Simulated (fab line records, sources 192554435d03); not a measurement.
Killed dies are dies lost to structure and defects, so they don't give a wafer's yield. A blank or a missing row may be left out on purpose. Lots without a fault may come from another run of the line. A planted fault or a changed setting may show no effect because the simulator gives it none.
fab line records | flow n5_finfet
record lots=24 wafers=72 last_day=17
route steps=1938 shown BEOL_M6@1227 BEOL_M7@1263
lots that met no fault: from a run of the same line without faults
start_h: hours from the record's first day to the start of the lot's first wafer shown | wait_h: hours since the lot's step before | " the same as in the row above | L1.1+2: a row that stands for several wafers | - no value, or no start given | * or withheld: withheld | < > ~ a bound
route shown NAME@n: a module of which the file shows steps, and the number in the route of the first | usual: mean/standard deviation of fault-free wafers | same: alike in all rows | chamber/n: place in a boat | sites: the reading at each site | _std_site: their standard deviation | _edge_site: outer sites' mean less inner sites' | radius_mm: how far each site lies from the wafer's centre | mask NAME#n: copy n | behind: the tool/chamber that last shaped the wafer | hold: why the lot was held/for how many hours/how that ended | device: the transistor (n, p or np) that didn't switch | end of line: the same wafers' tests at the end of the route | a step without rows: its recipe alone | killed: dies lost to structure and defects at the first sort, not the wafer's yield | map: a wafer's dies, x killed, . not, _ none there
set.NAME: the setting as run; set.NAME@STEP: as run at that earlier step | model.NAME: the simulator's own value behind a step, which no gauge read
steps of the route over a sample of lots; a table a step, a row a wafer
services: from which hour (start_h, from the record's first day; less than 0 if before it) a tool's chamber was out of use, for how many hours, and why
## steps
# step N5_BEOL_M6_CD_MEAS_28
# recipe target_cd_nm=40 landing_energy_ev=500 detector=se_inlens
# usual cd_nm=40.02/0.22
# columns lot.wafer tool chamber start_h wait_h cd_nm
L074.1 cd_sem-01 0 171.37 - 40.06
L074.3 " 0 " " 40.00
L074.5 " 0 " " 39.78
L077.1 cd_sem-01 0 188.64 - 39.67
L077.4 " 0 " " 39.86
L077.6 " 0 " " 39.69
L075.3 cd_sem-03 0 202.79 - 39.93
L075.5 " 0 " " 39.95
L075.6 " 0 " " 39.99
L078.1 cd_sem-01 0 204.77 - 39.90
L078.2 " 0 " " 39.82
L078.3 " 0 " " 39.80
L076.1 cd_sem-01 0 210.51 - 39.84
L076.4 " 0 " " 39.95
L076.5 " 0 " " 39.95
L080.1 cd_sem-01 0 220.52 - 40.15
L080.2 " 0 " " 40.35
L080.6 " 0 " " 39.98
L079.2 cd_sem-01 0 223.46 - 39.94
L079.3 " 0 " " 40.34
L079.5 " 0 " " 39.90
L081.2 cd_sem-02 0 246.37 - 40.04
L081.4 " 0 " " 40.02
L081.5 " 0 " " 40.23
L083.1 cd_sem-01 0 249.50 - 39.86
L083.3 " 0 " " 39.89
L083.5 " 0 " " 39.86
L084.1 cd_sem-03 0 249.68 - 39.90
L084.3 " 0 " " 39.74
L084.5 " 0 " " 39.98
L082.3 cd_sem-01 0 251.64 - 40.54
L082.4 " 0 " " 40.00
L082.5 " 0 " " 40.38
L085.2 cd_sem-01 0 251.90 - 39.98
L085.4 " 0 " " 39.86
L085.5 " 0 " " 39.70
L086.2 cd_sem-01 0 263.97 - 39.83
L086.4 " 0 " " 39.96
L086.6 " 0 " " 40.30
L088.3 cd_sem-03 0 272.41 - 40.31
L088.4 " 0 " " 40.22
L088.5 " 0 " " 40.09
L087.2 cd_sem-02 0 272.58 - 40.20
L087.3 " 0 " " 39.96
L087.4 " 0 " " 39.77
L089.1 cd_sem-03 0 274.58 - 40.07
L089.3 " 0 " " 39.86
L089.4 " 0 " " 40.41
L090.1 cd_sem-03 0 284.66 - 40.05
L090.2 " 0 " " 39.99
L090.3 " 0 " " 39.64
L091.1 cd_sem-03 0 301.27 - 39.93
L091.2 " 0 " " 40.35
L091.5 " 0 " " 40.18
L092.1 cd_sem-02 0 301.32 - 40.38
L092.4 " 0 " " 40.37
L092.5 " 0 " " 40.13
L093.1 cd_sem-03 0 304.46 - 39.87
L093.2 " 0 " " 39.81
L093.5 " 0 " " 39.91
L094.2 cd_sem-01 0 304.56 - 39.96
L094.3 " 0 " " 40.05
L094.5 " 0 " " 39.97
L095.2 cd_sem-02 0 316.67 - 40.04
L095.4 " 0 " " 40.31
L095.6 " 0 " " 40.09
L096.1 cd_sem-02 0 318.19 - 40.08
L096.2 " 0 " " 40.09
L096.6 " 0 " " 40.35
L097.1 cd_sem-02 0 326.26 - 40.00
L097.2 " 0 " " 39.84
L097.4 " 0 " " 40.19
# step N5_BEOL_M6_INSPECT_30
# recipe mode=adi inspect_instrument=brightfield
# usual raw_defect_count=421/97
# columns lot.wafer tool chamber start_h wait_h raw_defect_count
L074.1 defect_inspect-01 - 171.46 0.1 453
L074.3 " - " " 565
L074.5 " - " " 408
L077.1 defect_inspect-01 - 188.73 0.1 423
L077.4 " - " " 480
L077.6 " - " " 603
L075.3 defect_inspect-02 - 202.87 0.0 538
L075.5 " - " " 397
L075.6 " - " " 404
L078.1 defect_inspect-02 - 204.86 0.1 520
L078.2 " - " " 262
L078.3 " - " " 376
L076.1 defect_inspect-01 - 210.60 0.1 358
L076.4 " - " " 464
L076.5 " - " " 514
L080.1 defect_inspect-02 - 220.61 0.1 494
L080.2 " - " " 332
L080.6 " - " " 284
L079.2 defect_inspect-02 - 223.55 0.0 297
L079.3 " - " " 389
L079.5 " - " " 406
L081.2 defect_inspect-01 - 246.46 0.0 342
L081.4 " - " " 508
L081.5 " - " " 481
L083.1 defect_inspect-01 - 249.59 0.1 434
L083.3 " - " " 566
L083.5 " - " " 427
L084.1 defect_inspect-01 - 249.76 0.1 427
L084.3 " - " " 473
L084.5 " - " " 457
L082.3 defect_inspect-01 - 251.73 0.0 388
L082.4 " - " " 605
L082.5 " - " " 457
L085.2 defect_inspect-02 - 251.99 0.0 415
L085.4 " - " " 357
L085.5 " - " " 374
L086.2 defect_inspect-01 - 264.06 0.0 452
L086.4 " - " " 563
L086.6 " - " " 534
L088.3 defect_inspect-01 - 272.50 0.0 404
L088.4 " - " " 432
L088.5 " - " " 434
L087.2 defect_inspect-01 - 272.67 0.0 661
L087.3 " - " " 537
L087.4 " - " " 493
L089.1 defect_inspect-01 - 274.67 0.1 403
L089.3 " - " " 269
L089.4 " - " " 445
L090.1 defect_inspect-01 - 284.75 0.1 331
L090.2 " - " " 284
L090.3 " - " " 341
L091.1 defect_inspect-02 - 301.36 0.1 313
L091.2 " - " " 383
L091.5 " - " " 232
L092.1 defect_inspect-01 - 301.40 0.1 445
L092.4 " - " " 403
L092.5 " - " " 519
L093.1 defect_inspect-02 - 304.55 0.1 260
L093.2 " - " " 283
L093.5 " - " " 333
L094.2 defect_inspect-01 - 304.64 0.0 340
L094.3 " - " " 420
L094.5 " - " " 495
L095.2 defect_inspect-02 - 316.76 0.0 458
L095.4 " - " " 363
L095.6 " - " " 247
L096.1 defect_inspect-01 - 318.29 0.1 348
L096.2 " - " " 352
L096.6 " - " " 323
L097.1 defect_inspect-01 - 326.35 0.1 399
L097.2 " - " " 455
L097.4 " - " " 307
# step N5_BEOL_M6_ETCH_41
# recipe chemistry=CH3F/O2 target=SiCN target_depth_a=297 taper_deg=2 time_s=52 ion_energy_ev=120 mask_material=TiN pressure_mtorr=30 source_w=395 bias_w=75 Ar_flow_sccm=150 CH3F_flow_sccm=30 O2_flow_sccm=20
# usual drypump_motor_current_A=5.9/0.4 oes_product_au=0.80/0.1 rf_vpp_V=297.4/1.3 showerhead_plenum_p_Torr=2.01/0.052 throttle_valve_pct=16.34/0.25
# columns lot.wafer tool chamber start_h wait_h drypump_motor_current_A oes_product_au rf_hours_counter_h rf_vpp_V showerhead_plenum_p_Torr throttle_valve_pct
L074.1 rie_diel-01 3 - - 6.1 0.86 51 297.1 2.03 16.38
L074.3 " 1 " " 6.6 0.73 197 296.8 1.98 16.58
L074.5 " 0 " " 6.4 0.89 - 300.3 2.12 16.34
L077.1 rie_diel-03 3 - - 6.1 0.69 239 297.3 1.96 16.42
L077.4 " 0 " " 5.5 0.68 - 299.7 2.06 16.35
L077.6 " 3 " " 6.2 0.69 - 296.8 1.96 16.43
L075.3 rie_diel-01 3 - - 6.1 0.84 63 296.8 2.03 16.37
L075.5 " 0 " " 6.4 0.87 - 300.3 2.12 16.37
L075.6 " 1 " " 6.6 0.72 - 296.8 1.98 16.60
L078.1 rie_diel-01 3 - - 6.1 0.83 63 297.9 2.03 16.39
L078.2 " 0 " " 6.5 0.86 40 300.6 2.12 16.36
L078.3 " 2 " " 5.8 0.74 156 296.7 2.01 16.22
L076.1 rie_diel-04 2 - - 5.2 0.71 202 298.0 1.99 16.63
L076.4 " 0 " " 5.4 0.68 238 296.1 1.97 16.35
L076.5 " 2 " " 5.2 0.70 - 296.1 1.99 16.63
L080.1 rie_diel-03 0 - - 5.5 0.68 243 297.9 2.05 16.38
L080.2 " 2 " " 5.8 0.68 199 297.6 1.98 16.51
L080.6 " 0 " " 5.5 0.67 - 299.4 2.05 16.37
L079.2 rie_diel-03 0 - - 5.5 0.67 244 298.6 2.05 16.36
L079.3 " 1 " " 6.0 0.94 8 296.5 1.96 16.22
L079.5 " 1 " " 6.0 0.94 - 298.6 1.96 16.21
L081.2 rie_diel-04 1 - - 5.7 0.75 164 298.9 2.07 16.59
L081.4 " 1 " " 5.7 0.74 - 299.2 2.07 16.58
L081.5 " 2 " " 5.2 0.70 - 296.8 1.98 16.67
L083.1 rie_diel-04 2 - - 5.1 0.71 217 297.4 1.98 16.67
L083.3 " 1 " " 5.7 0.75 166 298.1 2.07 16.59
L083.5 " 1 " " 5.7 0.75 - 299.1 2.07 16.59
L084.1 rie_diel-01 1 - - 6.7 0.70 219 296.5 1.98 16.63
L084.3 " 3 " " 6.1 0.81 81 296.9 2.02 16.42
L084.5 " 0 " " 6.5 0.84 - 300.6 2.11 16.41
L082.3 rie_diel-04 3 - - 6.0 0.89 26 295.5 1.96 16.03
L082.4 " 1 " " 5.7 0.75 - 298.4 2.07 16.58
L082.5 " 2 " " 5.1 0.70 - 295.6 1.98 16.68
L085.2 rie_diel-01 1 - - 6.6 0.71 220 296.9 1.98 16.61
L085.4 " 0 " " 6.5 0.84 59 299.1 2.11 16.40
L085.5 " 2 " " 5.9 0.73 - 297.6 2.00 16.26
L086.2 rie_diel-03 3 - - 6.1 0.96 11 296.2 1.96 16.00
L086.4 " 0 " " 5.5 1.00 - 296.9 2.05 15.89
L086.6 " 2 " " 5.8 0.68 - 296.0 1.97 16.50
L088.3 rie_diel-03 2 - - 5.8 0.68 219 295.9 1.97 16.54
L088.4 " 2 " " 5.8 0.68 - 296.9 1.97 16.52
L088.5 " 0 " " 5.5 0.98 - 298.2 2.05 15.90
L087.2 rie_diel-03 2 - - 5.8 0.68 219 297.8 1.97 16.55
L087.3 " 3 " " 6.1 0.94 15 296.1 1.95 15.99
L087.4 " 0 " " 5.5 0.98 - 298.3 2.05 15.91
L089.1 rie_diel-01 1 - - 6.6 0.70 227 297.0 1.97 16.63
L089.3 " 3 " " 6.1 0.79 89 298.9 2.02 16.43
L089.4 " 0 " " 6.5 0.83 66 298.8 2.11 16.42
L090.1 rie_diel-03 3 - - 6.1 0.93 21 295.4 1.95 16.02
L090.2 " 2 " " 5.8 0.68 225 297.1 1.97 16.56
L090.3 " 0 " " 5.5 0.97 12 297.3 2.04 15.94
L091.1 rie_diel-04 0 - - 5.4 0.91 13 297.5 1.96 15.92
L091.2 " 2 " " 5.2 0.69 236 297.5 1.98 16.73
L091.5 " 1 " " 5.7 0.73 - 297.6 2.07 16.62
L092.1 rie_diel-01 2 - - 5.8 0.71 190 296.5 1.99 16.29
L092.4 " 3 " " 6.1 0.80 98 297.4 2.02 16.47
L092.5 " 1 " " 6.6 0.69 - 296.8 1.97 16.65
L093.1 rie_diel-01 2 - - 5.9 0.72 191 297.1 1.99 16.29
L093.2 " 3 " " 6.1 0.81 99 298.8 2.02 16.45
L093.5 " 1 " " 6.6 0.70 - 296.7 1.97 16.66
L094.2 rie_diel-03 3 - - 6.2 0.93 27 296.6 1.95 16.03
L094.3 " 0 " " 5.5 0.95 17 298.7 2.04 15.95
L094.5 " 2 " " 5.8 0.68 - 296.8 1.97 16.56
L095.2 rie_diel-03 0 - - 5.5 0.93 22 299.0 2.04 15.93
L095.4 " 1 " " 6.0 0.89 30 295.7 1.96 16.23
L095.6 " 2 " " 5.8 0.66 - 295.4 1.96 16.57
L096.1 rie_diel-03 3 - - 6.1 0.92 31 296.3 1.95 16.04
L096.2 " 1 " " 6.0 0.89 31 296.3 1.96 16.27
L096.6 " 0 " " 5.5 0.94 - 299.4 2.04 15.94
L097.1 rie_diel-04 0 - - 5.4 0.91 20 296.2 1.96 15.95
L097.2 " 1 " " 5.7 0.72 193 298.9 2.06 16.62
L097.4 " 2 " " 5.2 0.69 244 296.1 1.97 16.73
# step N5_BEOL_M6_CURE_75
# recipe temp_c=370 time_s=120 ambient=DMADMS/He material=SiCOH_lowk
# usual lamp_power_pct=52.31/0.06 wafer_temp_C_max=371.6/0.64
# columns lot.wafer tool chamber start_h wait_h lamp_power_pct wafer_temp_C_max
L074.1 uv_cure-01 0 172.37 0.0 52.32 371.1
L074.3 " 0 " " 52.22 371.5
L074.5 " 0 " " 52.37 370.9
L077.1 uv_cure-02 2 189.39 0.0 52.31 371.7
L077.4 " 2 " " 52.29 371.3
L077.6 " 2 " " 52.29 371.9
L075.3 uv_cure-03 2 203.73 0.1 52.39 372.7
L075.5 " 2 " " 52.29 372.2
L075.6 " 2 " " 52.30 372.5
L078.1 uv_cure-01 1 205.61 0.0 52.36 370.8
L078.2 " 1 " " 52.37 370.5
L078.3 " 1 " " 52.27 370.7
L076.1 uv_cure-01 1 211.28 0.0 52.26 370.7
L076.4 " 1 " " 52.29 370.6
L076.5 " 1 " " 52.26 370.7
L080.1 uv_cure-01 1 221.28 0.0 52.31 371.5
L080.2 " 1 " " 52.21 370.9
L080.6 " 1 " " 52.33 371.6
L079.2 uv_cure-03 2 224.26 0.1 52.32 372.6
L079.3 " 2 " " 52.37 372.5
L079.5 " 2 " " 52.22 372.2
L081.2 uv_cure-02 2 247.17 0.1 52.36 371.7
L081.4 " 2 " " 52.40 371.5
L081.5 " 2 " " 52.37 371.6
L083.1 uv_cure-02 0 250.55 0.0 52.36 371.4
L083.3 " 0 " " 52.24 371.4
L083.5 " 0 " " 52.29 371.4
L084.1 uv_cure-03 0 250.87 0.2 52.39 371.3
L084.3 " 0 " " 52.17 371.5
L084.5 " 0 " " 52.13 371.3
L082.3 uv_cure-01 0 252.48 0.1 52.30 371.5
L082.4 " 0 " " 52.29 371.7
L082.5 " 0 " " 52.20 371.3
L085.2 uv_cure-01 2 252.73 0.1 52.39 371.6
L085.4 " 2 " " 52.26 371.9
L085.5 " 2 " " 52.30 371.2
L086.2 uv_cure-03 1 264.77 0.1 52.13 371.5
L086.4 " 1 " " 52.33 371.5
L086.6 " 1 " " 52.24 372.2
L088.3 uv_cure-02 2 273.25 0.1 52.31 371.4
L088.4 " 2 " " 52.32 371.2
L088.5 " 2 " " 52.23 371.4
L087.2 uv_cure-02 1 273.60 0.1 52.32 372.4
L087.3 " 1 " " 52.25 374.2
L087.4 " 1 " " 52.29 372.0
L089.1 uv_cure-01 1 275.41 0.1 52.27 371.0
L089.3 " 1 " " 52.29 371.0
L089.4 " 1 " " 52.35 370.9
L090.1 uv_cure-03 2 285.42 0.0 52.36 372.1
L090.2 " 2 " " 52.28 372.9
L090.3 " 2 " " 52.27 372.2
L091.1 uv_cure-01 1 302.71 0.0 52.32 370.6
L091.2 " 1 " " 52.21 370.7
L091.5 " 1 " " 52.41 370.7
L092.1 uv_cure-03 2 302.77 0.0 52.25 371.5
L092.4 " 2 " " 52.38 371.7
L092.5 " 2 " " 52.30 374.1
L093.1 uv_cure-01 2 305.21 0.0 52.24 372.1
L093.2 " 2 " " 52.38 371.8
L093.5 " 2 " " 52.29 371.6
L094.2 uv_cure-02 1 305.44 0.1 52.35 372.2
L094.3 " 1 " " 52.31 372.4
L094.5 " 1 " " 52.29 371.9
L095.2 uv_cure-03 0 317.53 0.1 52.33 371.3
L095.4 " 0 " " 52.30 371.2
L095.6 " 0 " " 52.29 371.2
L096.1 uv_cure-03 0 319.08 0.0 52.41 371.3
L096.2 " 0 " " 52.43 371.1
L096.6 " 0 " " 52.32 371.2
L097.1 uv_cure-03 1 327.01 0.0 52.39 371.8
L097.2 " 1 " " 52.31 371.6
L097.4 " 1 " " 52.32 371.5
# step N5_BEOL_M7_ILD_DEP_00
# recipe material=SiCOH_lowk target_thk_a=1797.5 temp_c=300 precursor=DEMS/porogen pressure_torr=5 rf_w=500 time_s=33.4
# usual heater_power_w=283/36 showerhead_plenum_p_Torr=5.734/0.014 throttle_valve_pct=13.6/0.62
# columns lot.wafer tool chamber start_h wait_h heater_power_w showerhead_plenum_p_Torr throttle_valve_pct
L074.1 pecvd-03 1 175.02 0.0 253 5.720 13.3
L074.3 " 0 " " 292 5.753 13.5
L074.5 " 1 " " 255 5.734 13.5
L077.1 pecvd-03 1 191.82 0.0 252 5.739 13.3
L077.4 " 1 " " 259 5.738 13.4
L077.6 " 2 " " 326 5.728 13.4
L075.3 pecvd-02 0 205.87 0.0 294 5.714 14.8
L075.5 " 0 " " 307 5.718 14.5
L075.6 " 1 " " 314 5.755 14.1
L078.1 pecvd-02 2 209.26 0.0 269 5.739 12.9
L078.2 " 0 " " 282 5.704 14.9
L078.3 " 1 " " 314 5.765 13.9
L076.1 pecvd-02 1 215.21 0.0 312 5.734 13.9
L076.4 " 0 " " 254 5.710 14.5
L076.5 " 2 " " 291 5.736 12.8
L080.1 pecvd-03 2 223.88 0.0 277 5.707 13.2
L080.2 " 0 " " 314 5.734 13.5
L080.6 " 1 " " 247 5.733 13.4
L079.2 pecvd-02 0 226.33 0.0 238 5.705 14.7
L079.3 " 1 " " 300 5.763 14.2
L079.5 " 2 " " 321 5.754 13.0
L081.2 pecvd-03 2 250.69 0.0 346 5.733 13.7
L081.4 " 0 " " 322 5.736 13.4
L081.5 " 2 " " 347 5.726 13.3
L083.1 pecvd-04 2 252.95 0.0 283 5.753 12.8
L083.3 " 0 " " 311 5.750 13.4
L083.5 " 0 " " 319 5.737 13.7
L084.1 pecvd-03 0 254.18 0.0 273 5.735 13.6
L084.3 " 1 " " 219 5.729 13.3
L084.5 " 1 " " 225 5.739 13.3
L082.3 pecvd-02 1 254.62 0.0 325 5.765 14.4
L082.4 " 1 " " 322 5.766 14.2
L082.5 " 0 " " 278 5.719 14.8
L085.2 pecvd-04 2 256.27 0.0 267 5.745 13.0
L085.4 " 2 " " 271 5.750 12.9
L085.5 " 1 " " 220 5.729 14.9
L086.2 pecvd-03 2 267.20 0.0 296 5.734 13.6
L086.4 " 2 " " 299 5.723 13.3
L086.6 " 0 " " 286 5.753 13.6
L088.3 pecvd-03 1 275.17 0.0 212 5.721 13.6
L088.4 " 1 " " 215 5.729 13.5
L088.5 " 0 " " 281 5.762 13.4
L087.2 pecvd-03 1 275.72 0.0 243 5.743 13.5
L087.3 " 0 " " 318 5.751 13.4
L087.4 " 2 " " 315 5.745 13.4
L089.1 pecvd-03 2 278.11 0.0 323 5.741 13.2
L089.3 " 0 " " 284 5.731 13.3
L089.4 " 1 " " 230 5.719 13.2
L090.1 pecvd-04 0 287.43 0.0 316 5.735 13.6
L090.2 " 1 " " 244 5.727 14.7
L090.3 " 2 " " 285 5.749 12.9
L091.1 pecvd-02 0 306.13 0.0 312 5.709 14.7
L091.2 " 1 " " 325 5.748 14.3
L091.5 " 1 " " 318 5.733 14.1
L092.1 pecvd-04 0 306.80 0.0 323 5.720 13.7
L092.4 " 1 " " 272 5.740 14.6
L092.5 " 0 " " 338 5.734 14.1
L093.1 pecvd-04 0 308.23 0.0 337 5.723 13.6
L093.2 " 2 " " 263 5.747 13.2
L093.5 " 2 " " 276 5.752 13.0
L094.2 pecvd-04 1 308.78 0.0 261 5.732 14.4
L094.3 " 0 " " 326 5.730 14.1
L094.5 " 2 " " 290 5.737 12.7
L095.2 pecvd-03 0 320.00 0.0 314 5.750 13.4
L095.4 " 2 " " 311 5.721 13.4
L095.6 " 1 " " 235 5.752 13.2
L096.1 pecvd-03 0 322.71 0.0 264 5.736 13.5
L096.2 " 1 " " 210 5.747 13.3
L096.6 " 2 " " 275 5.723 13.5
L097.1 pecvd-04 1 329.42 0.0 261 5.717 14.8
L097.2 " 0 " " 287 5.724 13.7
L097.4 " 1 " " 275 5.720 14.7
# step N5_BEOL_M7_ETCH_61
# recipe chemistry=CF4 target=SiARC target_depth_a=455 mask_material=CAR-ArF time_s=75.8 ion_energy_ev=80 pressure_mtorr=40 source_w=545 bias_w=36 Ar_flow_sccm=100 cf4_flow_sccm=100 ends=cleared
# usual drypump_motor_current_A=5.7/0.44 etch_rf_on_time_s=75.4/1.2 oes_product_au=0.70/0.075 rf_vpp_V=184.5/1.2 showerhead_plenum_p_Torr=2.17/0.073 throttle_valve_pct=15.61/0.27
# columns lot.wafer tool chamber start_h wait_h drypump_motor_current_A etch_rf_on_time_s oes_product_au rf_hours_counter_h rf_vpp_V showerhead_plenum_p_Torr throttle_valve_pct
L074.1 rie_diel-05 0 176.68 0.0 5.6 74.7 0.85 1 183.9 2.11 15.13
L074.3 " 2 " " 5.4 75.8 0.63 178 185.2 2.13 15.93
L074.5 " 0 " " 5.7 74.3 0.86 - 183.9 2.11 15.13
L077.1 rie_diel-02 3 194.43 0.0 6.6 73.5 0.80 12 185.2 2.18 15.24
L077.4 " 0 " " 5.1 73.9 0.78 - 185.6 2.28 15.75
L077.6 " 1 " " 5.5 76.3 0.64 - 186.4 2.22 15.66
L075.3 rie_diel-02 3 208.31 0.0 6.6 73.6 0.79 19 185.4 2.18 15.25
L075.5 " 0 " " 5.1 73.3 0.77 - 186.2 2.28 15.77
L075.6 " 1 " " 5.5 77.2 0.63 - 185.8 2.21 15.66
L078.1 rie_diel-05 1 211.67 0.0 5.9 74.7 0.64 190 185.2 2.22 15.80
L078.2 " 3 " " 5.7 73.7 0.83 5 186.3 2.28 15.45
L078.3 " 0 " " 5.6 73.5 0.81 12 184.1 2.10 15.15
L076.1 rie_diel-02 3 218.59 0.0 6.6 74.4 0.79 23 183.1 2.18 15.26
L076.4 " 1 " " 5.5 77.2 0.63 - 184.1 2.21 15.67
L076.5 " 0 " " 5.1 74.0 0.77 - 185.7 2.27 15.77
L080.1 rie_diel-05 1 225.82 0.0 5.9 75.2 0.64 195 186.3 2.22 15.80
L080.2 " 2 " " 5.4 75.0 0.62 195 182.5 2.12 15.99
L080.6 " 3 " " 5.7 75.4 0.80 - 185.7 2.28 15.45
L079.2 rie_diel-02 1 227.66 0.0 5.5 76.8 0.63 178 185.5 2.21 15.69
L079.3 " 3 " " 6.5 73.9 0.77 27 185.1 2.18 15.26
L079.5 " 0 " " 5.1 74.2 0.76 - 185.0 2.27 15.77
L081.2 rie_diel-05 2 253.42 0.0 5.4 75.0 0.62 202 184.6 2.12 16.00
L081.4 " 1 " " 5.8 75.5 0.63 202 184.3 2.21 15.83
L081.5 " 2 " " 5.4 75.1 0.62 - 183.8 2.12 16.00
L083.1 rie_diel-05 3 254.13 0.0 5.7 74.3 0.78 16 185.1 2.28 15.48
L083.3 " 0 " " 5.7 74.6 0.78 24 183.2 2.10 15.19
L083.5 " 0 " " 5.7 74.9 0.78 - 182.5 2.10 15.18
L084.1 rie_diel-06 1 256.29 0.0 5.5 78.0 0.61 203 182.9 2.05 15.65
L084.3 " 2 " " 6.5 77.3 0.63 173 183.2 2.14 15.78
L084.5 " 1 " " 5.5 77.9 0.61 - 182.5 2.05 15.65
L082.3 rie_diel-05 0 256.51 0.0 5.6 75.7 0.78 25 183.5 2.10 15.19
L082.4 " 1 " " 5.8 77.9 0.62 203 186.4 2.21 15.83
L082.5 " 0 " " 5.7 75.5 0.77 - 183.0 2.10 15.17
L085.2 rie_diel-06 0 259.10 0.0 5.7 74.1 0.72 65 184.9 2.17 15.32
L085.4 " 3 " " 6.6 75.0 0.70 102 184.1 2.07 15.61
L085.5 " 2 " " 6.5 76.4 0.64 - 185.2 2.14 15.78
L086.2 rie_diel-06 3 271.15 0.0 6.6 75.2 0.69 104 181.9 2.07 15.61
L086.4 " 0 " " 5.7 75.1 0.71 68 184.1 2.17 15.33
L086.6 " 0 " " 5.7 74.5 0.71 - 184.1 2.17 15.33
L088.3 rie_diel-06 2 277.58 0.0 6.5 76.7 0.63 179 183.3 2.14 15.77
L088.4 " 0 " " 5.7 74.5 0.71 70 183.6 2.17 15.32
L088.5 " 3 " " 6.5 75.1 0.69 - 182.4 2.07 15.62
L087.2 rie_diel-05 0 277.87 0.0 5.6 75.4 0.78 29 184.2 2.10 15.22
L087.3 " 3 " " 5.8 76.1 0.77 22 185.8 2.28 15.49
L087.4 " 1 " " 5.8 76.9 0.62 208 187.0 2.21 15.83
L089.1 rie_diel-05 1 280.67 0.0 5.8 76.0 0.62 208 185.1 2.21 15.83
L089.3 " 0 " " 5.7 74.3 0.77 30 184.0 2.10 15.20
L089.4 " 3 " " 5.7 74.9 0.77 23 186.7 2.28 15.47
L090.1 rie_diel-05 2 289.78 0.0 5.4 75.0 0.62 212 183.9 2.12 16.01
L090.2 " 1 " " 5.8 75.8 0.62 211 184.4 2.21 15.84
L090.3 " 3 " " 5.7 74.7 0.78 25 185.0 2.28 15.48
L091.1 rie_diel-02 3 309.34 0.0 6.6 75.0 0.74 50 184.0 2.17 15.32
L091.2 " 2 " " 5.1 77.5 0.66 114 184.5 2.07 15.53
L091.5 " 3 " " 6.6 75.1 0.74 - 184.3 2.17 15.31
L092.1 rie_diel-02 0 310.34 0.0 5.1 73.3 0.73 58 185.0 2.26 15.82
L092.4 " 2 " " 5.1 76.6 0.66 115 182.4 2.07 15.55
L092.5 " 0 " " 5.1 73.7 0.74 - 184.6 2.26 15.84
L093.1 rie_diel-05 3 311.02 0.0 5.7 76.2 0.76 28 184.9 2.28 15.50
L093.2 " 2 " " 5.4 76.6 0.60 219 183.4 2.12 16.01
L093.5 " 0 " " 5.6 75.9 0.75 - 182.7 2.09 15.22
L094.2 rie_diel-02 0 311.31 0.0 5.1 74.2 0.73 59 186.5 2.26 15.82
L094.3 " 3 " " 6.6 75.2 0.73 51 184.1 2.17 15.32
L094.5 " 3 " " 6.5 74.5 0.74 - 183.5 2.17 15.32
L095.2 rie_diel-05 2 322.51 0.0 5.4 74.6 0.60 225 184.0 2.11 16.03
L095.4 " 1 " " 5.8 75.7 0.61 224 183.9 2.20 15.87
L095.6 " 2 " " 5.4 75.1 0.60 - 184.1 2.11 16.03
L096.1 rie_diel-05 3 326.38 0.0 5.7 73.7 0.76 34 185.7 2.27 15.52
L096.2 " 2 " " 5.4 74.8 0.60 226 185.7 2.11 16.03
L096.6 " 3 " " 5.7 74.3 0.76 - 186.7 2.27 15.54
L097.1 rie_diel-05 2 332.47 0.0 5.4 75.4 0.60 228 183.7 2.11 16.03
L097.2 " 1 " " 5.8 75.8 0.62 227 182.7 2.20 15.88
L097.4 " 3 " " 5.7 74.8 0.75 36 185.9 2.27 15.51
## services
# columns tool chamber start_h hours kind
rie_diel-03 0 155.80 6.7 repair
pecvd-03 2 166.60 19.3 repair
uv_cure-01 - 167.62 0.9 repair
pecvd-04 - 172.05 0.9 repair
uv_cure-02 - 177.95 0.9 repair
rie_diel-02 2 187.47 42.2 repair
rie_diel-05 - 197.43 0.5 repair
uv_cure-01 - 204.45 1.0 pm
uv_cure-01 - 213.27 5.0 pm
rie_diel-01 1 228.63 16.2 repair
uv_cure-03 - 238.98 1.0 pm
rie_diel-03 - 239.55 1.0 repair
pecvd-02 1 242.54 2.1 repair
uv_cure-01 - 245.56 5.9 repair
uv_cure-03 - 251.75 7.5 pm
rie_diel-03 1 261.09 19.7 repair
pecvd-03 - 263.84 1.6 repair
pecvd-02 - 266.62 1.8 repair
rie_diel-05 3 298.23 8.0 repair
pecvd-03 - 307.52 3.1 repair
rie_diel-02 0 316.48 3.8 repair
uv_cure-01 - 323.47 2.1 pm
pecvd-02 2 325.63 3.6 repair
uv_cure-01 - 326.96 24.9 pm
## key
fault none
